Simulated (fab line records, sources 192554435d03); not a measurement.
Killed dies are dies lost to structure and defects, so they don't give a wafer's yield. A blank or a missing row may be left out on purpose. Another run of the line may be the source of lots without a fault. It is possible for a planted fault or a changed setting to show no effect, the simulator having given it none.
One fault seen from 2 desks -- flow n5_finfet -- each desk has only its own numbers; what lay behind them comes last

== FOR THE TOOL OWNER'S DESK: pecvd-03 ==
The tool's own readings at N5_BEOL_M11_PECVD_70 (deposits SiO2 from TEOS/O2, target thk 20 nm, time 22.7 s): means of the sampled wafers that have a number, for each lot that ran on this tool. Any lot whose mean is over 4 standard deviations away from the usual mean is out of limits and marked OUT; that distance is given in the brackets.
Columns: A = heater_power_w at N5_BEOL_M11_PECVD_70, usual 719 W; B = showerhead_plenum_p_Torr at N5_BEOL_M11_PECVD_70, usual 8.79 Torr; C = showerhead_vpp_V at N5_BEOL_M11_PECVD_70, usual 1275 V; D = throttle_valve_pct at N5_BEOL_M11_PECVD_70, usual 22.2 %
lot,first seen here,A,B,C,D
L161,day 13 15:25,646,8.80,1287,21.6
This desk's finding: nothing out of limits on the one lot.

== THE DEFECT DESK ==
What the inspections along the route counted, lot by lot: means of the sampled wafers that have a number. Any lot whose mean is over 4 standard deviations away from the usual mean is out of limits and marked OUT; that distance is given in the brackets.
Columns: A = raw_defect_count at N5_BEOL_M11_INSPECT_13, usual 376
lot,first seen here,A
L156,day 11 05:23,430
L155,day 11 15:52,515
L157,day 12 07:13,384
L158,day 12 07:31,320
L159,day 12 16:46,474
L161,day 13 16:06,662
L164,day 13 18:19,449
L169,day 14 22:43,329
L170,day 16 03:04,346
L178,day 17 22:51,404
L176,day 17 22:56,461
This desk found nothing out of limits on any of the 11 lots.

== TAKEN TOGETHER ==
Nothing out of limits was seen by the tool owner's desk.
Nothing out of limits was seen by the defect desk.

== WHAT HAD BEEN PUT IN BY THE SIMULATOR ==
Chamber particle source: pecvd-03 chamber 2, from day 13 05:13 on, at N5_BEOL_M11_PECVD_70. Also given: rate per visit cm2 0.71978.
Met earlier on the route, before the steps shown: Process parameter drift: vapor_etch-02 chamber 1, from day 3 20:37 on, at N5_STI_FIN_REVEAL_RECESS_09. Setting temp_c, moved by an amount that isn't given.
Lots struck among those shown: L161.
